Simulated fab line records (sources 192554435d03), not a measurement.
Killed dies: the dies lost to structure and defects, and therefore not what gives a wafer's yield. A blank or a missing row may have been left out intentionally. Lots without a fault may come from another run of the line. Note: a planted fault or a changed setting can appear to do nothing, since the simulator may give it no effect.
Which tool did it? ; flow n5Finfet ; 72 wafers from 24 lots sampled at 2 of the route's 1938 steps

WHAT THE GAUGES READ, wafer by wafer
N5_BEOL_M3_CD_MEAS_18: pitch 36 nm, target cd 18 nm.
lot;measured;on;cdNm (nm)
L074;day 7 06:16;cdSem-03;18.2 18.6 18.6
L075;day 7 12:18;cdSem-03;17.9 18.4 18.3
L076;day 7 14:11;cdSem-02;17.5 18.0 18.0
L077;day 7 17:28;cdSem-03;18.2 18.8 18.1
L078;day 7 18:58;cdSem-02;18.5 18.2 17.7
L079;day 7 22:11;cdSem-02;18.4 17.9 18.6
L080;day 8 08:47;cdSem-01;17.4 17.4 18.0
L081;day 9 01:16;cdSem-02;17.7 18.0 17.5
L082;day 9 01:39;cdSem-02;17.9 18.3 18.5
L083;day 9 04:34;cdSem-01;18.0 17.9 18.1
L084;day 9 05:27;cdSem-01;17.6 17.6 18.1
L085;day 9 22:46;cdSem-01;17.9 18.4 17.8
L086;day 10 02:46;cdSem-02;17.6 17.9 18.0
L087;day 10 08:20;cdSem-02;17.6 17.9 18.6
L089;day 10 13:46;cdSem-01;18.3 18.1 17.7
L088;day 10 20:37;cdSem-02;18.5 17.7 18.2
L090;day 10 23:01;cdSem-01;17.3 17.4 17.9
L091;day 11 07:21;cdSem-03;17.8 18.2 17.8
L092;day 11 13:30;cdSem-03;18.1 17.8 17.6
L093;day 12 02:59;cdSem-01;18.3 17.7 18.2
L094;day 12 13:05;cdSem-03;18.4 18.3 17.8
L097;day 12 23:02;cdSem-03;18.4 18.2 18.0
L095;day 12 23:52;cdSem-02;18.4 18.1 18.2
L096;day 13 05:21;cdSem-02;17.9 17.9 18.3

WHAT TOOL EACH LOT RAN ON (gives the tool, then ch and the chambers of the sampled wafers, and finally the start)
lot;N5_BEOL_M3_ETCH_63
L074;rieDiel-06 ch 0,2,3, day 7 05:53
L075;rieDiel-02 ch 1,2,3, day 7 11:55
L076;rieDiel-02 ch 0,2,3, day 7 13:33
L077;rieDiel-01 ch 0,1,3, day 7 17:05
L078;rieDiel-01 ch 0,1,2, day 7 18:35
L079;rieDiel-02 ch 1,2, day 7 21:48
L080;rieDiel-02 ch 0,3, day 8 08:23
L081;rieDiel-01 ch 1,2, day 9 00:53
L082;rieDiel-02 ch 2,3, day 9 01:17
L083;rieDiel-06 ch 1,2,3, day 9 04:08
L084;rieDiel-02 ch 0,2, day 9 04:56
L085;rieDiel-01 ch 0,1,3, day 9 22:14
L086;rieDiel-06 ch 0,2,3, day 10 02:23
L087;rieDiel-06 ch 2,3, day 10 07:56
L089;rieDiel-02 ch 0,1,2, day 10 13:23
L088;rieDiel-01 ch 0,1,3, day 10 20:14
L090;rieDiel-06 ch 1,2,3, day 10 22:31
L091;rieDiel-01 ch 1,3, day 11 06:58
L092;rieDiel-02 ch 0,2,3, day 11 13:02
L093;rieDiel-06 ch 2,3, day 12 02:28
L094;rieDiel-06 ch 2,3, day 12 12:35
L097;rieDiel-06 ch 0,2,3, day 12 22:32
L095;rieDiel-06 ch 0,2,3, day 12 23:29
L096;rieDiel-02 ch 1,2,3, day 13 04:58
- N5_BEOL_M3_ETCH_63: etches SiARC in CF4, target depth 15.6 nm, time 26 s.

WHAT THE TOOLS THEMSELVES READ (means of the sampled wafers that have a number; where no wafer has one, the mark that the record gives instead)
N5_BEOL_M3_ETCH_63.
lot;tool;drypumpMotorCurrentA (A);etchRfOnTimeS (s);oesProductAu (a.u.);rfVppV (V);showerheadPlenumPTorr (Torr);throttleValvePct (%)
L074;rieDiel-06;5.71;25.5;0.66;184.9;2.21;15.53
L075;rieDiel-02;5.61;26.0;0.70;183.3;2.10;15.40
L076;rieDiel-02;5.42;26.0;0.66;183.9;2.13;15.47
L077;rieDiel-01;5.35;26.6;0.66;183.3;2.14;15.66
L078;rieDiel-01;5.54;26.2;0.61;184.9;2.15;15.79
L079;rieDiel-02;5.74;25.5;0.73;184.7;2.11;15.38
L080;rieDiel-02;5.25;26.1;0.64;183.7;2.10;15.63
L081;rieDiel-01;5.69;26.3;0.67;185.0;2.20;15.80
L082;rieDiel-02;5.66;26.1;0.69;185.2;2.12;15.31
L083;rieDiel-06;5.52;25.8;0.65;185.4;2.19;15.49
L084;rieDiel-02;5.35;26.2;0.62;184.0;2.17;15.52
L085;rieDiel-01;5.35;26.0;0.73;183.4;2.14;15.52
L086;rieDiel-06;5.72;25.9;0.64;184.3;2.20;15.58
L087;rieDiel-06;5.74;25.7;0.69;185.5;2.24;15.33
L089;rieDiel-02;5.54;25.6;0.66;184.5;2.13;15.48
L088;rieDiel-01;5.36;26.2;0.72;184.0;2.13;15.52
L090;rieDiel-06;5.56;25.5;0.64;183.9;2.19;15.51
L091;rieDiel-01;5.38;26.3;0.77;185.0;2.17;15.33
L092;rieDiel-02;5.44;25.9;0.72;183.8;2.12;15.35
L093;rieDiel-06;5.58;25.8;0.64;185.5;2.22;15.44
L094;rieDiel-06;5.56;25.9;0.64;185.9;2.22;15.44
L097;rieDiel-06;5.67;25.6;0.72;185.2;2.20;15.43
L095;rieDiel-06;5.71;25.8;0.72;184.8;2.20;15.44
L096;rieDiel-02;5.59;26.2;0.66;183.9;2.08;15.49

THE ANSWER, worked out from the rows above alone
Rule: what is usual is taken from the lots themselves. The widest of any qualifying gaps counts: lots, ordered by their means at a reading, are off when they make up no more than a third of the lots, leave a main group of 4 or more, and stand apart from it by 3 or more times the standard deviation of that group's means. A main group whose means are all the same, to the digits that the tables above print for the reading, isn't used. A lot without any number at a reading at which 4 lots or more have one is off too. Where the step has rows for the other lots, those lots are counted as sound. The gauges are gone through in route order, then the tools' own readings, and for those a lot's mean is taken as printed above. The first step at which some lot is off is used, and at that step the reading that is off furthest; a lot without a number counts as furthest.
Nothing can be told from this: no lot is off at any reading shown.

WHAT HAD BEEN PUT IN BY THE SIMULATOR
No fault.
